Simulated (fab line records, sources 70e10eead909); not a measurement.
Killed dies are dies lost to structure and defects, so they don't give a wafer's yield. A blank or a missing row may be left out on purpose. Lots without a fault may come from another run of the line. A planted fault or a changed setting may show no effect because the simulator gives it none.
Chamber matching | flow nand_harc | NHARC_A_STAIRCASE_DESCUM_219 on rie_diel-02: 4 sister chambers
The step chemistry O2, time 3 s. 14 wafers are shown with their chamber, then 7 later ones without.

WAFERS WITH THEIR CHAMBER
wafer  | chamber | drypump_motor_current_A (A) | showerhead_plenum_p_Torr (Torr) | oes_product_au (a.u.)
L078.3 | 1       | 5.0                         | 1.91                            | 1.001
L078.4 | 2       | 5.5                         | 1.92                            | 0.978
L078.6 | 2       | 5.5                         | 1.92                            | 0.982
L083.1 | 2       | 5.5                         | 1.92                            | 1.003
L083.2 | 0       | 6.7                         | 1.97                            | 0.994
L083.3 | 3       | 5.6                         | 1.97                            | 1.025
L086.2 | 1       | 5.0                         | 1.91                            | 0.996
L086.5 | 2       | 5.5                         | 1.92                            | 0.996
L086.6 | 1       | 5.0                         | 1.91                            | 0.998
L087.2 | 0       | 6.7                         | 1.97                            | 0.992
L087.3 | 1       | 5.1                         | 1.91                            | 1.001
L087.6 | 1       | 5.1                         | 1.91                            | 0.999
L090.2 | 0       | 6.7                         | 1.96                            | 0.992
L090.3 | 1       | 5.0                         | 1.90                            | 0.994

SIGNATURES (means of the wafers above)
reading                  | chamber 0 | chamber 1 | chamber 2 | chamber 3 | scatter within a chamber
drypump_motor_current_A  | 6.700     | 5.033     | 5.500     | 5.600     | 0.0365
showerhead_plenum_p_Torr | 1.9667    | 1.9083    | 1.9200    | 1.9700    | 0.00387
oes_product_au           | 0.99267   | 0.99817   | 0.98975   | 1.02500   | 0.00674
Rule: a wafer's distance from a chamber is the root of the sum, over the readings, of the square of ((its reading less the chamber's mean) divided by the reading's scatter). The wafer belongs to the nearest chamber; if the next one is less than 2 further off, it can't be placed. The scatter: the root of (the sum of the squares of (reading less its chamber's mean) over the shown wafers, divided by (wafers less chambers)).

WAFERS WITHOUT THEIR CHAMBER
wafer  | drypump_motor_current_A (A) | showerhead_plenum_p_Torr (Torr) | oes_product_au (a.u.)
L090.6 | 5.5                         | 1.96                            | 1.008
L093.2 | 5.1                         | 1.90                            | 0.997
L093.3 | 5.5                         | 1.91                            | 1.002
L093.4 | 6.7                         | 1.96                            | 0.984
L094.4 | 5.6                         | 1.96                            | 1.008
L094.5 | 6.6                         | 1.96                            | 0.989
L094.6 | 5.1                         | 1.90                            | 1.003

WHICH CHAMBER EACH WENT THROUGH
wafer  | from the rows above | in truth
L090.6 | 3                   | 3
L093.2 | 1                   | 1
L093.3 | 2                   | 2
L093.4 | 0                   | 0
L094.4 | 3                   | 3
L094.5 | 0                   | 0
L094.6 | 1                   | 1
Placed correctly: 7 of 7. Can't be placed from these rows: 0. Placed wrongly: 0.
